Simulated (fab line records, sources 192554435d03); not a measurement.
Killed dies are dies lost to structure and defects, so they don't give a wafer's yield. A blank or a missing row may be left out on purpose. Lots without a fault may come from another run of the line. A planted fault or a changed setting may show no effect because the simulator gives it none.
A struck lot beside a sound one | flow n5_finfet | 19 steps out of a route of 1938
Sound: wafers L480.2, L480.4, L480.6. Struck: wafers L493.2, L493.3, L493.5. The cause comes at the end.
At each step with rows: each side's tool, then ch and its chambers, then its first start. Under that, the readings that differ: sound wafers | struck wafers | difference of the means | sigmas: that difference in standard deviations of wafers without a fault.
alike: readings whose means differ by less than 2 such deviations, and words and numbers that are the same on both sides. not compared: withheld readings, readings that some wafer has no value for, bounds like >300 that may hide the same value, and numbers for which the record gives no deviation and whose values overlap.
The two part at a step that has a row with sigmas, a row that says differs or no value, or rows on one side only. Numbers that don't overlap but have no deviation are shown without sigmas and don't part them. A reading that every wafer of one side lacks parts them only if that side has two wafers or more.

N5_WELL_APT_RTA_34: time 10 s.
  sound on rtp_anneal-02 ch 0, day 3 03:51; struck on rtp_anneal-02 ch 0, day 6 10:01
  alike: anneal_temp_c_max, lamp_power_pct, wafer_temp_C_max
then, 4 steps without rows for these wafers: N5_WELL_APT_OXIDE_STRIP_42 (strips SiO2 in dHF, time 45 s, target depth 12 nm); N5_WELL_APT_PRECLEAN_36 (cleans in O3/DIW, time 45 s); N5_WELL_APT_PRECLEAN_39 (cleans in dHF, time 60 s); N5_WELL_APT_SRD_37 (time 30 s).
N5_WELL_APT_EPI_41: deposits Si from SiH4/H2, target thk 50 nm, time 297.7 s.
  sound on epi_rpcvd-03 ch 0, day 3 04:10; struck on epi_rpcvd-01 ch 0, day 6 10:25
  reading                | sound          | struck         | difference | sigmas
  throttle_valve_pct (%) | 10.7 10.5 10.6 | 11.7 11.6 11.7 | +1.1       | +2
  alike: susceptor_temp_C_max
N5_WELL_APT_INSPECT_38: inspects for defects (darkfield).
  sound on defect_inspect-01, day 3 04:42; struck on defect_inspect-02, day 6 11:20
  reading          | sound   | struck   | difference | sigmas
  raw_defect_count | 7 14 10 | 23 23 20 | +12        | +2
N5_PMOS_HMC_CHANNEL_EPI_HM_DEP_34: deposits SiO2 from TEOS/O2, target thk 36 nm, time 6.9 s.
  sound on pecvd-04 ch 0,1, day 3 04:44; struck on pecvd-04 ch 0, day 6 11:23
  reading                         | sound             | struck            | difference | sigmas
  showerhead_plenum_p_Torr (Torr) | 8.305 8.301 8.363 | 8.384 8.399 8.377 | +0.064     | +3
  alike: heater_power_w, throttle_valve_pct
then, 4 steps without rows for these wafers: N5_PMOS_HMC_CHANNEL_EPI_COAT_31 (time 60 s, resist thk 66 nm); N5_PMOS_HMC_CHANNEL_EPI_COAT_03 (resist thk 205 nm); N5_PMOS_HMC_CHANNEL_EPI_EBR_05; N5_PMOS_HMC_CHANNEL_EPI_SOFTBAKE_04 (time 60 s).
N5_PMOS_HMC_CHANNEL_EPI_EXPOSE_06: exposes mask PMOS HMC BLK, target cd 240 nm.
  sound on arfi_scanner-01 ch 0, day 3 04:54; struck on arfi_scanner-03 ch 0, day 6 16:23
  reading                                      | sound                | struck            | difference | sigmas
  model.PMOS_HMC_CHANNEL_EPI.overlay_x_nm (nm) | 0.3776 0.3776 0.3776 | 46.37 46.37 46.37 | +45.99     |
  alike: mask
then, 2 steps without rows for these wafers: N5_PMOS_HMC_CHANNEL_EPI_PEB_07 (peb time 60 s); N5_PMOS_HMC_CHANNEL_EPI_DEVELOP_08 (develop time 30 s).
N5_PMOS_HMC_CHANNEL_EPI_CD_MEAS_09: target cd 237.4 nm.
  sound on cd_sem-03 ch 0, day 3 05:01; struck on cd_sem-03 ch 0, day 6 16:30
  alike: cd_nm
N5_PMOS_HMC_CHANNEL_EPI_OVL_MEAS_10:
  sound on overlay-01 ch 0, day 3 05:03; struck on overlay-02 ch 0, day 6 16:32
  reading               | sound       | struck         | difference | sigmas
  PMOS_HMC_BLK_OVL (nm) | 0.8 0.5 0.4 | 47.5 47.2 47.2 | +46.7      | +61
N5_PMOS_HMC_CHANNEL_EPI_INSPECT_11: inspects for defects (macro).
  sound on defect_inspect-02, day 3 05:04; struck on defect_inspect-02, day 6 16:34
  alike: raw_defect_count
-- the record jumps here: 6 days lie between the struck wafers' starts before and after (it left off in module PMOS_HMC_CHANNEL_EPI and takes up again in module BEOL_M4, whose first step shown is number 1111 of the route) --
N5_BEOL_M4_RC_MEAS_101:
  sound on prober-01 ch 0, day 9 10:13; struck on prober-01 ch 0, day 12 23:06
  alike: DIBL_N, DIBL_P, IOFF_N, IOFF_P, ION_N, ION_P, SS_N, SS_P, VT_N, VT_P

WHERE THEY PART
First at N5_WELL_APT_EPI_41; last, within this record, at N5_PMOS_HMC_CHANNEL_EPI_OVL_MEAS_10. Later steps at which nothing parts them and some readings are alike: N5_PMOS_HMC_CHANNEL_EPI_INSPECT_11, N5_BEOL_M4_RC_MEAS_101.

WHY: what the simulator had put in
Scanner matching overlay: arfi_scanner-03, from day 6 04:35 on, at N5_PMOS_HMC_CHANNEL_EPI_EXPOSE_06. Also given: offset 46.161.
